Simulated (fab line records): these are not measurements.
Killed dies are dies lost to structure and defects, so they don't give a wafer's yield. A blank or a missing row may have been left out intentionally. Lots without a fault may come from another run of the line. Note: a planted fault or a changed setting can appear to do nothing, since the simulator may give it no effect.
Chamber matching / flow n5Finfet / 3 sister chambers for N5_BEOL_M11_DEP_56 on pecvd-02
The step deposits SiCN from 3MS/NH3, target thk 30 nm, time 10.5 s. 24 wafers are shown with their chamber, then 12 later ones without.

## EACH WAFER AND ITS CHAMBER
wafer=L074.1; chamber=1; throttleValvePct (%)=18.6; showerheadPlenumPTorr (Torr)=4.166; showerheadVppV (V)=1643
wafer=L074.3; chamber=0; throttleValvePct (%)=18.8; showerheadPlenumPTorr (Torr)=4.115; showerheadVppV (V)=1569
wafer=L074.5; chamber=1; throttleValvePct (%)=18.6; showerheadPlenumPTorr (Torr)=4.183; showerheadVppV (V)=1658
wafer=L075.3; chamber=1; throttleValvePct (%)=18.4; showerheadPlenumPTorr (Torr)=4.174; showerheadVppV (V)=1678
wafer=L075.5; chamber=0; throttleValvePct (%)=19.1; showerheadPlenumPTorr (Torr)=4.113; showerheadVppV (V)=1618
wafer=L075.6; chamber=2; throttleValvePct (%)=16.5; showerheadPlenumPTorr (Torr)=4.163; showerheadVppV (V)=1589
wafer=L081.2; chamber=1; throttleValvePct (%)=18.9; showerheadPlenumPTorr (Torr)=4.185; showerheadVppV (V)=1684
wafer=L081.4; chamber=1; throttleValvePct (%)=18.4; showerheadPlenumPTorr (Torr)=4.171; showerheadVppV (V)=1663
wafer=L081.5; chamber=0; throttleValvePct (%)=18.7; showerheadPlenumPTorr (Torr)=4.110; showerheadVppV (V)=1626
wafer=L082.3; chamber=0; throttleValvePct (%)=18.9; showerheadPlenumPTorr (Torr)=4.113; showerheadVppV (V)=1602
wafer=L082.4; chamber=1; throttleValvePct (%)=18.3; showerheadPlenumPTorr (Torr)=4.178; showerheadVppV (V)=1625
wafer=L082.5; chamber=2; throttleValvePct (%)=16.4; showerheadPlenumPTorr (Torr)=4.178; showerheadVppV (V)=1592
wafer=L086.2; chamber=1; throttleValvePct (%)=18.7; showerheadPlenumPTorr (Torr)=4.169; showerheadVppV (V)=1652
wafer=L086.4; chamber=1; throttleValvePct (%)=18.3; showerheadPlenumPTorr (Torr)=4.187; showerheadVppV (V)=1633
wafer=L086.6; chamber=0; throttleValvePct (%)=18.9; showerheadPlenumPTorr (Torr)=4.108; showerheadVppV (V)=1625
wafer=L089.1; chamber=0; throttleValvePct (%)=19.0; showerheadPlenumPTorr (Torr)=4.118; showerheadVppV (V)=1615
wafer=L089.3; chamber=2; throttleValvePct (%)=16.6; showerheadPlenumPTorr (Torr)=4.167; showerheadVppV (V)=1585
wafer=L089.4; chamber=1; throttleValvePct (%)=18.5; showerheadPlenumPTorr (Torr)=4.185; showerheadVppV (V)=1643
wafer=L091.1; chamber=2; throttleValvePct (%)=16.6; showerheadPlenumPTorr (Torr)=4.156; showerheadVppV (V)=1564
wafer=L091.2; chamber=1; throttleValvePct (%)=18.2; showerheadPlenumPTorr (Torr)=4.174; showerheadVppV (V)=1681
wafer=L091.5; chamber=2; throttleValvePct (%)=16.6; showerheadPlenumPTorr (Torr)=4.164; showerheadVppV (V)=1596
wafer=L092.1; chamber=2; throttleValvePct (%)=16.6; showerheadPlenumPTorr (Torr)=4.163; showerheadVppV (V)=1580
wafer=L092.4; chamber=1; throttleValvePct (%)=18.6; showerheadPlenumPTorr (Torr)=4.187; showerheadVppV (V)=1631
wafer=L092.5; chamber=2; throttleValvePct (%)=17.0; showerheadPlenumPTorr (Torr)=4.171; showerheadVppV (V)=1581

SIGNATURES (means of the wafers above)
reading=throttleValvePct; chamber 0=18.900; chamber 1=18.500; chamber 2=16.614; scatter within a chamber=0.186
reading=showerheadPlenumPTorr; chamber 0=4.11283; chamber 1=4.17809; chamber 2=4.16600; scatter within a chamber=0.00671
reading=showerheadVppV; chamber 0=1609.17; chamber 1=1653.73; chamber 2=1583.86; scatter within a chamber=18.7
Rule: for each reading, subtract the chamber's mean from the wafer's reading, divide by that reading's scatter and square the result; add these up over the readings and take the root, which gives the wafer's distance from the chamber. If the next closest chamber is less than 2 further off than the closest, the wafer can't be placed; otherwise it belongs to the closest. How the scatter is found: for the shown wafers, subtract from each reading the mean of its chamber, square and add these, divide the total by (wafers less chambers), then take the root.

## WAFERS WITH NO CHAMBER GIVEN
wafer=L093.1; throttleValvePct (%)=19.0; showerheadPlenumPTorr (Torr)=4.108; showerheadVppV (V)=1621
wafer=L093.2; throttleValvePct (%)=18.7; showerheadPlenumPTorr (Torr)=4.172; showerheadVppV (V)=1658
wafer=L093.5; throttleValvePct (%)=19.3; showerheadPlenumPTorr (Torr)=4.114; showerheadVppV (V)=1630
wafer=L094.2; throttleValvePct (%)=18.4; showerheadPlenumPTorr (Torr)=4.177; showerheadVppV (V)=1687
wafer=L094.3; throttleValvePct (%)=19.2; showerheadPlenumPTorr (Torr)=4.110; showerheadVppV (V)=1644
wafer=L094.5; throttleValvePct (%)=19.0; showerheadPlenumPTorr (Torr)=4.117; showerheadVppV (V)=1596
wafer=L096.1; throttleValvePct (%)=18.4; showerheadPlenumPTorr (Torr)=4.181; showerheadVppV (V)=1660
wafer=L096.2; throttleValvePct (%)=19.1; showerheadPlenumPTorr (Torr)=4.128; showerheadVppV (V)=1622
wafer=L096.6; throttleValvePct (%)=19.2; showerheadPlenumPTorr (Torr)=4.119; showerheadVppV (V)=1612
wafer=L097.1; throttleValvePct (%)=18.6; showerheadPlenumPTorr (Torr)=4.180; showerheadVppV (V)=1653
wafer=L097.2; throttleValvePct (%)=19.0; showerheadPlenumPTorr (Torr)=4.114; showerheadVppV (V)=1604
wafer=L097.4; throttleValvePct (%)=18.9; showerheadPlenumPTorr (Torr)=4.192; showerheadVppV (V)=1667

## THE CHAMBER EACH PASSED THROUGH
wafer=L093.1; from the rows above=0; in truth=0
wafer=L093.2; from the rows above=1; in truth=1
wafer=L093.5; from the rows above=0; in truth=0
wafer=L094.2; from the rows above=1; in truth=1
wafer=L094.3; from the rows above=0; in truth=0
wafer=L094.5; from the rows above=0; in truth=0
wafer=L096.1; from the rows above=1; in truth=1
wafer=L096.2; from the rows above=0; in truth=0
wafer=L096.6; from the rows above=0; in truth=0
wafer=L097.1; from the rows above=1; in truth=1
wafer=L097.2; from the rows above=0; in truth=0
wafer=L097.4; from the rows above=1; in truth=1
Correctly placed: 12 of 12. Can't be placed from these rows: 0. Wrongly placed: 0.
